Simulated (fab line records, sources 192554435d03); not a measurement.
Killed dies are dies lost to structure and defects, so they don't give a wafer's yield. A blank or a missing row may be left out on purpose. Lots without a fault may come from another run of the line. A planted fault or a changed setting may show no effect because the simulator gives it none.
Problem report in the 8D (eight disciplines) form, filled by code | flow n5_finfet | the parts of the form that need people (team, actions taken, sign-off) are left out

1. THE PROBLEM
cathode_dc_power_W at N5_BEOL_M13_SPUTTER_45 reads a mean of 29160 W on 2 wafers of 2 lots; wafers without a fault read 26001 W with a standard deviation of 4.2. That is +99 or more standard deviations from the usual mean.
The step: material Cu, target thk 80 nm, time 13.33 s.
First seen on wafer L928.5, day 15 17:18, on pvd_sputter-03. The record holds 36 wafers of 12 lots with a number at this step. Rule for "out", or "out of limits": more than 4 standard deviations from the usual mean. The other wafers with a number count as sound.

2. WHAT IT IS AND WHAT IT IS NOT
question                    | is                 | is not
which readings at this step | cathode_dc_power_W | chuck_sensor_temp_C, throttle_valve_pct
which lots                  | L928, L930         | L915, L916, L917, L919, L921, L922, L926, L932, L936, L938
which wafers of those lots  | L928.5, L930.2     | L928.1, L928.2, L930.3, L930.4
read on which tools         | pvd_sputter-03     | pvd_sputter-01, pvd_sputter-02
when                        | from day 15 17:18  | up to then (23 sound wafers); but 11 sound wafers of L930, L932, L936, L938 came after

3. SUSPECTS, AND WHAT RULES EACH OUT
Counting: a tool at a process step up to the reading stays a suspect if it ran every lot that is out. Sound lots after the first of them don't rule it out here, since some wafers of a struck lot are sound.
- pvd_sputter-03 at N5_BEOL_M13_SPUTTER_45 (material Cu, target thk 80 nm, time 13.33 s): kept. It ran every lot that is out, first L928 (day 15 17:18); its last sound lot up to then is L926 (day 15 16:40). Its own readings are out on those wafers: cathode_dc_power_W.
Left after counting: pvd_sputter-03 at N5_BEOL_M13_SPUTTER_45.

4. THE CAUSE (what the simulator had put in)
Process parameter drift: pvd_sputter-03, from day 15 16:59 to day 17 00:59, at N5_BEOL_M13_SPUTTER_45. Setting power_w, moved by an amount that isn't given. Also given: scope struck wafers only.
Counting left only this tool.

5. THE CHAIN OF EFFECTS, in route order
Each row: a reading whose mean over the struck wafers that have a number lies more than 3 standard deviations from the usual. Only readings for which the record gives a usual standard deviation are gone through. hours: the time from each lot's start at the first step in this table that gives one to its start at this step, as a median over the lots. sigmas: the change in usual standard deviations.
hours | step                   | reading            | usual   | on struck wafers | change | sigmas
0     | N5_BEOL_M13_SPUTTER_45 | cathode_dc_power_W | 26001 W | 29160            | +3158  | +99 or more
The process steps in it:
- N5_BEOL_M13_SPUTTER_45: material Cu, target thk 80 nm, time 13.33 s.

6. WHAT WOULD HAVE CAUGHT IT SOONER
In this record the first reading out of limits was taken at day 15 17:18, 0 hours after the fault began at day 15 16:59.
